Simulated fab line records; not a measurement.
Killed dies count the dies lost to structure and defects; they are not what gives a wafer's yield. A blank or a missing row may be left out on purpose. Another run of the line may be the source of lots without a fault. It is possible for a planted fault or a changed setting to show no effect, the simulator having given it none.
Chamber matching	flow nandHarc	rieDiel-01 running NHARC_A_CHANNEL_HOLE_D1_ETCH_44: 4 sister chambers
The step etches the open film in CF4/O2, target depth 140 nm, overetch 14 nm, time 77 s. 16 wafers are shown with their chamber, then 8 later ones without.

== WAFERS WITH THEIR CHAMBER ==
wafer	chamber	drypumpMotorCurrentA (A)	oesProductAu (a.u.)	rfVppV (V)
L837.3	2	5.3	0.980	197.3
L837.5	3	5.3	1.021	198.8
L837.6	0	6.3	1.032	196.4
L838.1	1	5.5	0.980	198.5
L838.4	0	6.3	1.030	197.6
L838.6	3	5.4	1.003	199.0
L845.1	0	6.3	1.006	196.9
L845.3	2	5.2	0.978	196.8
L845.6	1	5.5	0.982	198.2
L846.2	3	5.3	1.010	198.9
L846.5	1	5.5	0.983	197.5
L846.6	2	5.3	0.986	194.6
L847.2	2	5.3	0.986	196.0
L847.3	3	5.4	1.018	200.4
L847.5	3	5.3	1.014	200.7
L851.3	3	5.3	1.003	199.2

SIGNATURES, as means of the wafers listed above
reading	chamber 0	chamber 1	chamber 2	chamber 3	scatter within a chamber
drypumpMotorCurrentA	6.300	5.500	5.275	5.333	0.0417
oesProductAu	1.02267	0.98167	0.98250	1.01150	0.00796
rfVppV	196.967	198.067	196.175	199.500	0.859
Rule: a wafer's distance from a chamber is the root of the sum, over the readings, of the square of ((its reading less the chamber's mean) divided by the reading's scatter). The wafer belongs to the nearest chamber; if the next one is less than 2 further off, it can't be placed. The scatter is the square root of a quotient: the sum, over the shown wafers, of each reading's squared deviation from its chamber's mean, divided by wafers minus chambers.

== WAFERS WITHOUT THEIR CHAMBER ==
wafer	drypumpMotorCurrentA (A)	oesProductAu (a.u.)	rfVppV (V)
L851.4	5.3	1.004	198.7
L851.6	5.3	0.980	197.2
L852.1	5.4	1.006	199.0
L852.3	5.5	0.988	197.7
L852.4	5.3	0.974	196.3
L853.1	5.3	0.988	196.1
L853.4	5.4	0.995	199.2
L853.5	5.3	0.986	196.0

== CHAMBER TAKEN BY EACH ==
wafer	from the rows above	in truth
L851.4	3	3
L851.6	2	2
L852.1	3	3
L852.3	1	1
L852.4	2	2
L853.1	2	2
L853.4	can't be placed: 3 or 1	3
L853.5	2	2
7 of 8 placed correctly. Cannot be placed on the basis of these rows: 1; the candidates contain the true chamber in 1. 0 placed wrongly.
